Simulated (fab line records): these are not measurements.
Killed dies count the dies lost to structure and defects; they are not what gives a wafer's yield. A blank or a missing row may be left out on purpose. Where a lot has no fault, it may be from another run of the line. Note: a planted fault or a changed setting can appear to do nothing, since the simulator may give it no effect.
fab line records    flow n5Finfet
record: lots: 6  wafers: 18  lastDay: 17
route steps=1938 shown HKMG_FIN@401 PASSIVATION@1936
lots untouched by any fault: they come from a run of this same line in which no faults occurred
startH: hours from the record's first day to the start of the lot's first wafer shown    waitH: time in hours since the lot's previous step    " same as the row above    L1.1+2: one row covering several wafers at once    - either no value or no given start    * or withheld: withheld    < > ~ a bound
route shown NAME@n: NAME is a module with steps in the file, n the number in the route of the first one    usual: mean/standard deviation taken from wafers without a fault    same: alike in all rows    chamber/n: place in a boat    sites: readings site by site    _std_site: standard deviation of those values    _edge_site: inner sites' mean taken away from outer sites' mean    radiusMm: for every site, how far away it sits from the centre of the wafer    mask NAME#n: copy n    behind: the tool/chamber that last shaped the wafer    hold: cause of the lot's hold/its duration in hours/its outcome    device: the transistor (n, p or np) that didn't switch    end of line: the route-end tests of the same wafers    a step without rows: its recipe alone    killed: dies lost to structure and defects at the first sort, not the wafer's yield    map: the dies of a wafer, with x for killed, . for not killed, _ for no die there
set.NAME: setting as actually run; set.NAME@STEP: the setting as run at that earlier step    model.NAME: the simulator's own value behind a step, which no gauge read
a table for each step, a row for each wafer; lots at some steps of the route
services: from which hour (startH, from the record's first day; less than 0 if before it) a tool's chamber was out of use, for how many hours, and why
== steps ==
step: N5_HKMG_FIN_DESCUM_53
recipe: chemistry: O2  timeS: 7.9  sourcePowerW: 50  biasPowerW: 20  pressureMtorr: 20  rfFrequencyHz: 2.712e+07  tempC: 40  resist: CAR-ArF  o2FlowSccm: 225
step: N5_HKMG_FIN_ETCH_54
recipe: chemistry: CF4  target: SiARC  targetDepthA: 455  maskMaterial: CAR-ArF  timeS: 75.8  ionEnergyEv: 80  pressureMtorr: 40  sourceW: 545  biasW: 36  Ar_flow_sccm: 100  cf4FlowSccm: 100  ends: cleared
usual: biasW: 36.00/0.11  drypumpMotorCurrentA: 5.3/0.57  etchRfOnTimeS: 77.2/2.2  oesProductAu: 0.64/0.075  rfVppV: 183.9/1.2  showerheadPlenumPTorr: 2.12/0.067  throttleValvePct: 15.61/0.26
lot.wafer  tool        chamber  startH  waitH  biasW  drypumpMotorCurrentA  etchRfOnTimeS  oesProductAu  rfHoursCounterH  rfVppV  showerheadPlenumPTorr  throttleValvePct
L651.1     rieDiel-04  2        86.48   0.0    35.96  5.3                   76.4           0.63          155              181.6   2.06                   15.34
L651.3     "           3        "       "      35.95  4.9                   78.8           0.61          164              186.2   2.24                   15.92
L651.4     "           0        "       "      36.10  5.5                   76.3           0.60          216              183.5   2.13                   16.01
L654.2     rieDiel-05  0        100.16  0.0    36.12  5.9                   78.6           0.57          242              183.5   2.10                   15.54
L654.3     "           3        "       "      36.01  4.9                   73.7           0.66          155              183.4   2.05                   15.61
L654.6     "           1        "       "      36.23  6.4                   80.8           0.64          -                183.1   2.08                   15.62
L659.1     rieDiel-01  3        135.22  0.0    36.14  4.9                   77.6           0.59          227              183.6   2.10                   15.49
L659.4     "           0        "       "      36.04  4.9                   78.2           0.57          248              183.7   2.13                   15.87
L659.5     "           0        "       "      36.00  4.9                   78.0           0.58          -                183.2   2.13                   15.88
L660.2     rieDiel-04  2        136.90  0.0    36.03  5.3                   75.6           0.62          175              183.1   2.05                   15.39
L660.4     "           0        "       "      36.08  5.5                   77.1           0.59          236              181.8   2.12                   16.08
L660.5     "           3        "       "      35.99  4.9                   78.5           0.60          -                184.2   2.23                   15.97
L664.1     rieDiel-01  2        161.51  0.0    35.87  6.3                   79.4           0.56          235              183.6   2.09                   15.73
L664.3     "           1        "       "      35.89  4.7                   76.6           0.63          190              185.4   2.21                   15.73
L664.4     "           3        "       "      35.90  4.8                   77.8           0.57          239              183.7   2.10                   15.51
L672.3     rieDiel-01  2        208.68  0.0    36.05  6.3                   80.4           0.56          253              182.9   2.09                   15.79
L672.4     "           0        "       "      35.96  4.9                   76.5           0.77          -                183.3   2.12                   15.48
L672.5     "           1        "       "      36.10  4.7                   75.8           0.61          -                184.7   2.20                   15.76
step: N5_HKMG_FIN_ETCH_55
recipe: chemistry: N2/H2  target: SOC  targetDepthA: 2400  tempC: 40  timeS: 300  ionEnergyEv: 200  maskMaterial: SiARC  pressureMtorr: 30  sourceW: 840  biasW: 150  n2FlowSccm: 200  h2FlowSccm: 200
usual: biasW: 150.0/0.48  drypumpMotorCurrentA: 5.3/0.57  h2FlowSccm: 200.0/0.62  oesProductAu: 0.75/0.09  rfVppV: 523.3/2.3  showerheadPlenumPTorr: 2.52/0.071  tempC: 40.00/0.1  throttleValvePct: 17.83/0.27
same: timeS: 300
lot.wafer  tool        chamber  startH  waitH  biasW  drypumpMotorCurrentA  h2FlowSccm  oesProductAu  rfHoursCounterH  rfVppV  showerheadPlenumPTorr  tempC  throttleValvePct
L651.1     rieDiel-04  2        86.54   0.0    149.2  5.3                   199.9       0.73          155              520.0   2.46                   39.93  17.71
L651.3     "           3        "       "      150.0  4.9                   200.4       0.72          164              527.5   2.63                   39.91  18.00
L651.4     "           0        "       "      149.8  5.5                   199.5       0.71          216              523.2   2.52                   39.98  18.27
L654.2     rieDiel-05  0        100.21  0.0    150.2  5.9                   199.4       0.65          242              522.3   2.52                   40.20  17.86
L654.3     "           3        "       "      150.5  4.9                   200.6       0.76          155              520.6   2.44                   40.00  17.86
L654.6     "           1        "       "      150.2  6.4                   200.0       0.75          -                521.2   2.47                   40.10  17.97
L659.1     rieDiel-01  3        135.28  0.0    150.9  4.9                   199.0       0.68          227              522.8   2.52                   40.10  17.76
L659.4     "           0        "       "      150.0  4.9                   200.6       0.68          248              523.3   2.47                   40.08  17.76
L659.5     "           0        "       "      149.3  4.9                   200.9       0.68          -                522.6   2.47                   39.87  17.77
L660.2     rieDiel-04  2        136.95  0.0    150.0  5.3                   199.9       0.73          175              519.2   2.45                   40.10  17.73
L660.4     "           0        "       "      149.0  5.5                   201.5       0.69          236              521.6   2.51                   40.03  18.32
L660.5     "           3        "       "      150.3  4.9                   200.0       0.70          -                526.7   2.62                   39.92  18.03
L664.1     rieDiel-01  2        161.57  0.0    149.5  6.3                   200.7       0.66          235              523.4   2.51                   39.98  18.05
L664.3     "           1        "       "      150.2  4.7                   200.2       0.73          190              525.9   2.63                   39.89  17.92
L664.4     "           3        "       "      150.9  4.8                   200.4       0.66          239              524.5   2.52                   39.95  17.79
L672.3     rieDiel-01  2        208.73  0.0    148.9  6.3                   199.2       0.65          253              523.4   2.51                   39.95  18.06
L672.4     "           0        "       "      149.7  4.9                   199.5       0.91          -                522.6   2.47                   40.04  17.49
L672.5     "           1        "       "      150.1  4.7                   200.7       0.72          -                527.1   2.62                   39.91  17.96
step: N5_HKMG_FIN_STRIP_56
recipe: chemistry: N2/H2  tempC: 40  n2FlowSccm: 200  h2FlowSccm: 200  rfFrequencyHz: 6e+07
step: N5_HKMG_FIN_STRIP_57
recipe: chemistry: CF4  resist: SiARC  powerW: 300  biasPowerW: 75  pressureMtorr: 50  cf4FlowSccm: 150  rfFrequencyHz: 6e+07
step: N5_HKMG_FIN_ETCH_58
recipe: chemistry: N2/H2  target: SOC  targetDepthA: 2158  ionEnergyEv: 50  biasW: 13  timeS: 741  pressureMtorr: 30  sourceW: 875  n2FlowSccm: 200  h2FlowSccm: 200
step: N5_HKMG_FIN_STRIP_93
recipe: chemistry: N2/H2  material: SOC  timeS: 20  powerW: 500  tempC: 40  pressureMtorr: 50  rfFrequencyHz: 6e+07  biasPowerW: 8  h2Frac: 0.5  n2FlowSccm: 300  h2FlowSccm: 300
usual: drypumpMotorCurrentA: 5.3/0.57  h2FlowSccm: 299.9/0.9  oesProductAu: 0.75/0.087  rfVppV: 54.1/0.84  showerheadPlenumPTorr: 3.33/0.091  tempC: 40.00/0.11  throttleValvePct: 19.0/0.34
same: timeS: 20
lot.wafer  tool        chamber  startH  waitH  drypumpMotorCurrentA  h2FlowSccm  oesProductAu  rfHoursCounterH  rfVppV  showerheadPlenumPTorr  tempC  throttleValvePct
L651.1     rieDiel-04  2        87.18   0.2    5.3                   298.3       0.74          156              54.1    3.25                   40.12  18.9
L651.3     "           3        "       "      4.9                   300.0       0.70          164              53.9    3.47                   40.16  19.1
L651.4     "           0        "       "      5.5                   299.5       0.71          216              52.5    3.33                   40.01  19.6
L654.2     rieDiel-05  0        100.85  0.2    5.9                   299.3       0.66          242              54.5    3.33                   39.90  18.8
L654.3     "           3        "       "      4.9                   299.6       0.78          155              54.7    3.22                   39.99  18.8
L654.6     "           1        "       "      6.5                   300.2       0.76          -                54.4    3.26                   39.98  19.1
L659.1     rieDiel-01  3        135.92  0.2    4.9                   301.3       0.67          228              54.3    3.33                   40.00  18.8
L659.4     "           0        "       "      4.9                   299.9       0.65          249              52.9    3.27                   39.89  18.9
L659.5     "           0        "       "      4.9                   301.8       0.66          -                54.8    3.27                   39.94  18.9
L660.2     rieDiel-04  2        137.59  0.2    5.3                   299.7       0.72          175              53.7    3.24                   39.89  19.0
L660.4     "           0        "       "      5.5                   299.6       0.68          236              54.0    3.32                   40.07  19.6
L660.5     "           3        "       "      4.9                   299.0       0.69          -                55.8    3.45                   40.16  19.2
L664.1     rieDiel-01  2        162.20  0.2    6.3                   300.6       0.67          236              53.4    3.32                   40.26  19.2
L664.3     "           1        "       "      4.7                   299.8       0.74          191              55.8    3.46                   40.15  19.0
L664.4     "           3        "       "      4.9                   299.8       0.66          239              55.0    3.32                   39.87  18.8
L672.3     rieDiel-01  2        209.37  0.2    6.3                   299.9       0.65          254              52.8    3.31                   40.07  19.2
L672.4     "           0        "       "      4.9                   299.2       0.89          -                53.5    3.26                   39.83  18.6
L672.5     "           1        "       "      4.7                   299.7       0.72          -                54.4    3.45                   40.06  19.0
step: N5_HKMG_FIN_WET_ETCH_76
recipe: chemistry: dNH4OH  mix: 1:50  tempC: 25  target: Al2O3  stopOn: La2O3  targetDepthNm: 2.25  dry: ipaMarangoni  rinseTimeS: 30  rinseTempC: 23
step: N5_HKMG_FIN_STRIP_60
recipe: chemistry: N2/H2  powerW: 2500  tempC: 300  h2Frac: 0.65  timeS: 360  pressureMtorr: withheld  n2FlowSccm: 1750  h2FlowSccm: 3250
usual: drypumpMotorCurrentA: 5.4/0.39  h2FlowSccm: 3249/10  heaterPowerW: 441/16  tempC: 300.01/0.19
same: timeS: 360
lot.wafer  tool            chamber  startH  waitH  drypumpMotorCurrentA  h2FlowSccm  heaterPowerW  rfHoursCounterH  tempC
L651.1     plasmaAsher-02  1        87.33   0.0    5.8                   3248        425           91               300.07
L651.3     "               0        "       "      5.1                   3268        466           -                299.88
L651.4     "               1        "       "      5.8                   3246        442           -                300.10
L654.2     plasmaAsher-02  1        101.00  0.0    5.8                   3247        416           93               300.14
L654.3     "               0        "       "      5.1                   3242        455           -                300.05
L654.6     "               1        "       "      5.7                   3241        450           -                300.19
L659.1     plasmaAsher-02  1        136.07  0.0    5.8                   3277        434           100              300.16
L659.4     "               0        "       "      5.1                   3220        457           -                299.59
L659.5     "               0        "       "      5.1                   3240        470           -                300.05
L660.2     plasmaAsher-02  1        137.74  0.0    5.7                   3245        434           101              300.47
L660.4     "               0        "       "      5.1                   3260        467           -                299.92
L660.5     "               0        "       "      5.1                   3253        447           -                300.08
L664.1     plasmaAsher-02  1        162.35  0.0    5.8                   3247        436           106              299.90
L664.3     "               1        "       "      5.7                   3245        441           -                300.19
L664.4     "               0        "       "      5.1                   3253        468           -                300.10
L672.3     plasmaAsher-01  1        209.64  0.1    4.9                   3258        429           -                299.74
L672.4     "               0        "       "      5.8                   3247        425           -                300.18
L672.5     "               0        "       "      5.8                   3245        439           -                300.16
step: N5_HKMG_FIN_WET_ETCH_77
recipe: chemistry: dHCl  mix: 1:10000  tempC: 25  target: La2O3  stopOn: HfO2  targetDepthNm: 2
step: N5_HKMG_FIN_WET_ETCH_78
recipe: chemistry: dNH4OH  mix: 1:50  tempC: 25  target: Al2O3  stopOn: La2O3  targetDepthNm: 4.5  dry: ipaMarangoni  rinseTimeS: 30  rinseTempC: 23
step: N5_HKMG_FIN_ALD_79
recipe: material: TiN  targetThkA: 15  tempC: 400  aldPrecursorFamily: TiCl4  aldCoReactant: NH3  pulseTimeS: 1  purgeTimeS: 3  coReactantPurgeTimeS: 2  coReactantPulseTimeS: 2  aldCycles: 68  pressureTorr: 3
usual: heaterPowerW: 925/75  precursorPulseHeightRel: 1.003/0.019  susceptorTempC: 400.00/0.22
same: coReactantPurgeTimeS: 2
lot.wafer  tool         chamber  startH  waitH  heaterPowerW  precursorPulseHeightRel  susceptorTempC
L651.1     aldMetal-02  1        87.81   0.0    933           1.004                    399.50
L651.3     "            3        "       "      866           0.985                    399.74
L651.4     "            2        "       "      922           0.969                    400.02
L654.2     aldMetal-03  1        101.49  0.0    842           0.998                    400.34
L654.3     "            2        "       "      819           0.992                    400.38
L654.6     "            3        "       "      1031          0.991                    400.05
L659.1     aldMetal-02  0        136.55  0.0    884           0.953                    400.40
L659.4     "            3        "       "      867           1.011                    400.04
L659.5     "            0        "       "      889           1.030                    400.16
L660.2     aldMetal-01  2        138.23  0.0    894           1.026                    399.80
L660.4     "            1        "       "      1032          0.988                    399.91
L660.5     "            2        "       "      909           1.002                    399.97
L664.1     aldMetal-03  0        162.84  0.0    982           0.992                    400.18
L664.3     "            3        "       "      1020          0.999                    400.28
L664.4     "            2        "       "      813           1.024                    400.00
L672.3     aldMetal-03  2        210.01  0.0    832           1.015                    400.12
L672.4     "            3        "       "      1012          1.008                    399.76
L672.5     "            1        "       "      824           1.012                    399.80
step: N5_HKMG_FIN_CVD_62
recipe: material: a-Si  targetThkA: 30  tempC: 500  precursor: Si2H6  pressureTorr: 1  timeS: 20.8
usual: heaterPowerW: 1481/110  susceptorTempC: 500.00/0.25
lot.wafer  tool             chamber  startH  waitH  heaterPowerW  susceptorTempC  model.a-Si_of_HKMG_FIN_CVD_62.thkNm
L651.1     thermalCvdSi-01  1        88.18   0.2    1451          499.68          3
L651.3     "                2        "       "      1717          500.00          3
L651.4     "                2        "       "      1740          499.90          3
L654.2     thermalCvdSi-02  1        101.85  0.2    1439          499.84          3.2
L654.3     "                0        "       "      1475          500.04          3
L654.6     "                2        "       "      1426          499.98          3
L659.1     thermalCvdSi-01  1        136.92  0.2    1447          500.35          3
L659.4     "                1        "       "      1459          499.95          3
L659.5     "                0        "       "      1378          499.96          3.2
L660.2     thermalCvdSi-02  0        138.59  0.2    1450          500.12          3
L660.4     "                2        "       "      1413          -               1.6
L660.5     "                0        "       "      1480          500.04          3
L664.1     thermalCvdSi-02  1        163.20  0.2    1396          -               1.6
L664.3     "                0        "       "      1469          500.15          2.8
L664.4     "                2        "       "      1450          -               1.6
L672.3     thermalCvdSi-01  0        210.37  0.2    1435          499.36          3
L672.4     "                1        "       "      1432          499.78          2.8
L672.5     "                2        "       "      1714          500.01          3
step: N5_HKMG_FIN_RTA_80
recipe: tempC: withheld  timeS: 2  ambient: N2  idleTempC: 600  rampUpCPerS: 150  rampDownCPerS: 60  coolToC: 600
step: N5_PASSIVATION_PROBE_49
usual: killed_at_M0_to_M3: 35/11  killed_at_M4_up: 13/5.7  killedAtContacts: 12/5.7  killedAtFrontEnd: 40/11  killedAtOther: 4/4.4  killedDies: 105/18  killedOpen: 68/14  killedShort: 34/7.4
same: grossDies: 1180  killedAtBackSide: 0
lot.wafer  tool       chamber  startH  waitH  killed_at_M0_to_M3  killed_at_M4_up  killedAtContacts  killedAtFrontEnd  killedAtOther  killedDies  killedOpen  killedShort
L654.2     prober-02  -        296.10  0.1    36                  21               9                 63                2              131         87          44
L654.3     prober-02  -        296.15  0.1    46                  17               4                 47                10             124         78          38
L654.6     prober-02  -        296.30  0.3    57                  13               11                54                1              136         85          50
L659.1     prober-01  -        320.51  0.0    26                  6                9                 59                1              101         54          44
L659.4     prober-01  -        320.66  0.2    37                  8                10                42                0              97          65          31
L659.5     prober-01  -        320.71  0.2    59                  11               12                41                1              124         85          39
L660.2     prober-02  -        332.80  0.1    20                  12               5                 42                4              83          47          22
killed by level:class
L654.2 STI_FIN_REVEAL:geometricParticle:open=19 FIN_SAQP:geometricParticle:short=14 BEOL_M0_SAQP:geometricParticle:open=11 BEOL_M3:geometricParticle:open=10 FIN_SAQP:geometricParticle:open=9 BEOL_M0_SAQP:geometricParticle:short=8 MOL_CONTACT_COAG:geometricParticle:open=7 GATE_CUT:geometricParticle:short=6
L654.3 BEOL_M0_SAQP:geometricParticle:open=19 STI_FIN_REVEAL:geometricParticle:open=17 BEOL_M0_SAQP:geometricParticle:short=12 BEOL_M3:geometricParticle:open=8 MIM_TOP_ETCH:areaEtch=7 FIN_SAQP:geometricParticle:open=6 BEOL_M4:geometricParticle:open=6 GATE_CUT:geometricParticle:short=5
L654.6 BEOL_M0_SAQP:geometricParticle:open=20 STI_FIN_REVEAL:geometricParticle:open=14 GATE_CUT:geometricParticle:short=12 BEOL_M0_SAQP:geometricParticle:short=12 FIN_SAQP:geometricParticle:open=9 BEOL_M3:geometricParticle:open=9 MOL_CONTACT_COAG:geometricParticle:open=8 FIN_SAQP:geometricParticle:short=6
L659.1 STI_FIN_REVEAL:geometricParticle:open=19 BEOL_M0_SAQP:geometricParticle:open=8 STARTING-WAFER:geometricParticle:short=7 FIN_SAQP:geometricParticle:open=6 STI_FIN_REVEAL:geometricParticle:short=6 BEOL_M0_SAQP:geometricParticle:short=6 FIN_SAQP:geometricParticle:short=5 BEOL_M2:geometricParticle:open=5
L659.4 STI_FIN_REVEAL:geometricParticle:open=16 BEOL_M0_SAQP:geometricParticle:open=11 FIN_SAQP:geometricParticle:open=9 BEOL_M0_SAQP:geometricParticle:short=8 MOL_CONTACT_COAG:geometricParticle:open=8 BEOL_M1:geometricParticle:open=5 FIN_SAQP:geometricParticle:short=4 STI_FIN_REVEAL:geometricParticle:short=3
L659.5 STI_FIN_REVEAL:geometricParticle:open=19 BEOL_M0_SAQP:geometricParticle:short=19 BEOL_M2:geometricParticle:open=17 BEOL_M0_SAQP:geometricParticle:open=12 MOL_CONTACT_COAG:geometricParticle:open=10 DUMMY_GATE:geometricParticle:open=7 BEOL_M5:geometricParticle:open=5 BEOL_M4:geometricParticle:open=4
L660.2 HKMG_FIN:areaEtch=11 BEOL_M2:geometricParticle:open=9 FIN_SAQP:geometricParticle:open=8 BEOL_M4:geometricParticle:open=7 STI_FIN_REVEAL:geometricParticle:open=5 ILD0:geometricParticle:short=4 GATE_CUT:geometricParticle:short=4 BEOL_M0_SAQP:geometricParticle:open=4
== services ==
tool             chamber  startH  hours  kind
thermalCvdSi-02  0        68.20   8.4    repair
rieDiel-05       -        71.46   0.8    repair
thermalCvdSi-02  -        77.65   0.6    repair
thermalCvdSi-02  -        85.98   2.8    pm
plasmaAsher-01   -        96.63   1.2    repair
rieDiel-01       -        102.19  4.3    pm
rieDiel-01       2        107.31  5.2    repair
rieDiel-05       2        120.99  4.6    repair
aldMetal-02      2        126.78  24.6   repair
aldMetal-03      -        138.52  8.7    pm
rieDiel-01       0        141.86  -      clean
rieDiel-01       0        141.86  -      consumableReplace:focusRing
rieDiel-01       0        141.86  13.6   scheduledDown
rieDiel-01       0        141.86  13.6   ventCycle
rieDiel-04       1        152.74  6.5    repair
thermalCvdSi-01  0        156.22  19.8   repair
aldMetal-03      3        164.97  2.0    repair
thermalCvdSi-01  -        182.17  2.8    pm
aldMetal-02      0        184.69  15.6   repair
rieDiel-01       3        197.18  -      clean
rieDiel-01       3        197.18  -      consumableReplace:focusRing
rieDiel-01       3        197.18  15.6   scheduledDown
aldMetal-01      1        206.53  35.8   repair
thermalCvdSi-02  -        209.35  1.4    repair
== key ==
firstSign none at tools or gauges
modelEffect: step: N5_HKMG_FIN_CVD_62  value: a-Si_of_HKMG_FIN_CVD_62.thkNm  without: 3.2  struck: 1.6
metAt N5_HKMG_FIN_CVD_62
struckWafers L660.4,L664.1,L664.4
testerLeftOut L660,L664
baselineLoss: step: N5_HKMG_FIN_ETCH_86  wafers: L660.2
onsetBetween 101.85 138.59
fault: kind: processParameterDrift  tool: thermalCvdSi-02  chamber: -  onsetH: 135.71  steps: N5_HKMG_FIN_CVD_62  channel: timeS  offset: *  shape: step  endH: 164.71  scope: struckWafersOnly  stated: *
testerLeftOut: of these lots the tester's yield and bins aren't shown, on N5 and GAA mostly nor the transistor test; their killed dies are dies lost to structure and defects alone, not to doping, threshold or leakage, so they don't give the yield
baselineLoss: these wafers lose ten dies or more at that step, a loss of the line's own and not of a fault; the sort's usual values leave them out
